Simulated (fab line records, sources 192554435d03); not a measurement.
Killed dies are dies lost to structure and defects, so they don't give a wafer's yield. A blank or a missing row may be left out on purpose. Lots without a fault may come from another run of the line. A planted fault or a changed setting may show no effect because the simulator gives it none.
Split-lot experiment | flow n5_finfet | 7 lots, 21 wafers read, on a route of 1938 steps

THE SPLIT
At N5_HKMG_FIN_ETCH_55 (etches SOC in N2/H2, target depth 240 nm, time 300 s), the setting bias_w was moved away from the recipe's 150 W on 8 of the 21 wafers read, by -14.1% to +14.0%. The other wafers ran this setting at the recipe's value.

The reading is taken at the split's own step.

THE READING
rf_vpp_V, in V, at N5_HKMG_FIN_ETCH_55 (etches SOC in N2/H2, target depth 240 nm, time 300 s). Fault-free wafers of this fab line usually give 524.1 V, standard deviation 2.4 V.

wafer  | tool, chamber at the split | bias_w as run, W | against the recipe | rf_vpp_V, V | against lot-mates on the recipe
L074.4 | rie_diel-03, 3             | 150              | recipe             | 521.3       | -
L074.5 | rie_diel-03, 1             | 136.1            | -9.3%              | 491.4       | -29.9
L074.6 | rie_diel-03, 2             | 136.1            | -9.3%              | 496.4       | -24.9
L078.3 | rie_diel-01, 2             | 150              | recipe             | 523.3       | -
L078.4 | rie_diel-01, 1             | 150              | recipe             | 528.3       | -
L078.6 | rie_diel-01, 3             | 150              | recipe             | 522.3       | -
L083.3 | rie_diel-01, 3             | 150              | recipe             | 524.0       | -
L083.4 | rie_diel-01, 0             | 150              | recipe             | 521.4       | -
L083.5 | rie_diel-01, 1             | 150              | recipe             | 528.7       | -
L085.2 | rie_diel-01, 1             | 150              | recipe             | 528.9       | -
L085.3 | rie_diel-01, 2             | 171              | +14.0%             | 569.8       | +40.9
L085.6 | rie_diel-01, 0             | 171              | +14.0%             | 565.6       | +36.7
L088.1 | rie_diel-03, 1             | 150              | recipe             | 521.0       | -
L088.2 | rie_diel-03, 0             | 162.7            | +8.5%              | 551.7       | +30.7
L088.5 | rie_diel-03, 1             | 162.7            | +8.5%              | 549.8       | +28.8
L091.1 | rie_diel-03, 3             | 150              | recipe             | 520.5       | -
L091.3 | rie_diel-03, 2             | 150              | recipe             | 527.2       | -
L091.4 | rie_diel-03, 1             | 150              | recipe             | 522.4       | -
L092.4 | rie_diel-03, 0             | 128.8            | -14.1%             | 474.0       | -48.6
L092.5 | rie_diel-03, 3             | 150              | recipe             | 522.6       | -
L092.6 | rie_diel-03, 0             | 128.8            | -14.1%             | 474.1       | -48.5

THE FIT
A straight line over all 21 wafers: rf_vpp_V changes by +3.29 V for each +1% of bias_w; r = +0.99; the points scatter about the line by 3 V.
The same after taking each lot's own level away (the mean of its wafers on the recipe; 21 wafers): +3.14 V for each +1%; r = +0.99; scatter 3.3 V.
On that fit, the largest move of bias_w shifts the reading by 44 V.
The lots' own levels span 521.00 to 528.90 V, that is 3.3 times the standard deviation above.
So the lot-to-lot level changes the slope little: the two slopes agree.
Check: with one of the wafers moved furthest among these (-14.1%) left out of the fit, the line predicts -43.6 V for it against its lot-mates. It came out at -48.6 V against them.
Tool readings at the split's step, against how far the setting was moved: rf_vpp_V r = +0.99.

OTHER SPLITS ON THESE WAFERS
These wafers also went through other splits before the reading. Each is held against what the fit with the lots' levels taken away leaves over:
other split on the same wafers            | wafers away from the commonest value | r with rf_vpp_V (lot level and that fit taken away)
N5_PMOS_HMC_CHANNEL_EPI_EXPOSE_06 dose_mj | 8                                    | +0.25
N5_PMOS_HMC_CHANNEL_EPI_PEB_07 peb_time_s | 7                                    | -0.01
N5_FIN_SAQP_PEB_14 peb_time_s             | 9                                    | -0.28
N5_FIN_SAQP_DEVELOP_15 develop_time_s     | 8                                    | -0.22
N5_FIN_CUT_CUT_ETCH_26 time_s             | 2                                    | +0.28
N5_SD_EPI_N_COAT_32 spin_rpm              | 6                                    | +0.06
N5_SD_EPI_N_COAT_33 spin_rpm              | 8                                    | +0.02
N5_SD_EPI_N_EPI_21 time_s                 | 7                                    | -0.33

THE FILE'S OWN FIT
rf_vpp_V changes by +3.14 V for each +1% of bias_w, r = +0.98.
